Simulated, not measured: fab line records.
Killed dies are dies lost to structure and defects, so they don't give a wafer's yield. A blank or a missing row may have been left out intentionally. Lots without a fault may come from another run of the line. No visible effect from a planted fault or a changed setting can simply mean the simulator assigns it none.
A struck lot beside a sound one -- flow n5_finfet -- 15 steps out of a route of 1938
Sound: these wafers, L123.1, L123.3, L123.5. The struck wafers were L130.1, L130.2, L130.5. The cause is named last.
Each step with rows lists, per side, the tool, then ch with its chambers, then its first start. Under that, the readings that differ: sound wafers -- struck wafers -- difference of the means -- sigmas: that difference in standard deviations of wafers without a fault.
alike: readings whose means differ by less than 2 such deviations, and words and numbers that are the same on both sides. not compared: withheld readings, readings that some wafer has no value for, bounds like >300 that may hide the same value, and numbers for which the record gives no deviation and whose values overlap.
Wherever a step has rows on one side only, a row that says differs or no value, or a row with sigmas, the two part there. Non-overlapping numbers with no deviation appear without sigmas and do not part them. A reading that every wafer of one side lacks parts them only if that side has two wafers or more.

first, 7 steps without rows for these wafers: N5_MIM_BOT_LITHO_COAT_02; N5_MIM_BOT_LITHO_EBR_04; N5_MIM_BOT_LITHO_SOFTBAKE_03 (time 90 s); N5_MIM_BOT_LITHO_EXPOSE_05 (exposes mask MIM BOT); N5_MIM_BOT_LITHO_PEB_06; N5_MIM_BOT_LITHO_DEVELOP_07 (develop time 60 s); N5_MIM_BOT_LITHO_HARDBAKE_09 (time 120 s).
N5_MIM_BOT_LITHO_CD_MEAS_08: target cd 3000 nm.
  sound on cd_sem-03 ch 0, day 13 18:45; struck on cd_sem-01 ch 0, day 16 21:50
  alike: cd_nm
N5_MIM_BOT_LITHO_OVL_MEAS_11:
  sound on overlay-02 ch 0, day 13 18:47; struck on overlay-01 ch 0, day 16 21:52
  alike: MIM_BOT_OVL
N5_MIM_BOT_LITHO_INSPECT_12: inspects for defects (macro).
  sound: defect_inspect-02 at day 13 18:48; struck: defect_inspect-02 at day 16 21:53
  alike: raw_defect_count
N5_MIM_BOT_LITHO_DESCUM_10: chemistry O2, time 7.9 s.
  sound on rie_diel-04 ch 0,1, day 13 18:50; struck on rie_diel-04 ch 0,2,3, day 16 22:00
  alike: chamber_pressure_mTorr, drypump_motor_current_A, oes_product_au, rf_vpp_V, showerhead_plenum_p_Torr, throttle_valve_pct
  not compared: rf_hours_counter_h
N5_MIM_BOT_ETCH_ETCH_04: etches SiNx in CF4/O2, target depth 26 nm, time 13 s.
  sound on rie_diel-04 ch 0,1, day 13 18:54; struck on rie_diel-04 ch 0,2,3, day 16 22:04
  alike: bias_w, chamber_pressure_mTorr, drypump_motor_current_A, oes_o_777_au, oes_product_au, rf_vpp_V, showerhead_plenum_p_Torr, throttle_valve_pct
  not compared: rf_hours_counter_h
N5_MIM_BOT_ETCH_ETCH_03: etches the open film in Cl2/BCl3, target depth 12 nm.
  sound on rie_metal-02 ch 0,1, day 13 18:59; struck on rie_metal-02 ch 0,1, day 16 22:13
reading,sound,struck,difference,sigmas
bias_w (W),100.09 100.44 99.74,94.10 93.74 93.93,-6.17,-21
  alike: chamber_pressure_mTorr, drypump_motor_current_A, oes_product_au, throttle_valve_pct
  not compared: rf_hours_counter_h
N5_MIM_BOT_ETCH_ETCH_00: etches TiN in Cl2/BCl3, target depth 45.5 nm.
  sound on rie_metal-02 ch 0,1, day 13 19:05; struck on rie_metal-02 ch 0,1, day 16 22:18
  alike: bias_w, chamber_pressure_mTorr, drypump_motor_current_A, oes_product_au, throttle_valve_pct
  not compared: rf_hours_counter_h
N5_PASSIVATION_PROBE_49:
  the record holds rows for the sound wafers here (prober-01, day 14 03:50) but none for the struck ones

== WHERE THEY PART ==
First at N5_MIM_BOT_ETCH_ETCH_03; last, within this record, at N5_PASSIVATION_PROBE_49.

WHY: what the simulator had put in
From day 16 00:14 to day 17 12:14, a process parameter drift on rie_metal-02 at N5_MIM_BOT_ETCH_ETCH_03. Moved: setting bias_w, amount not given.
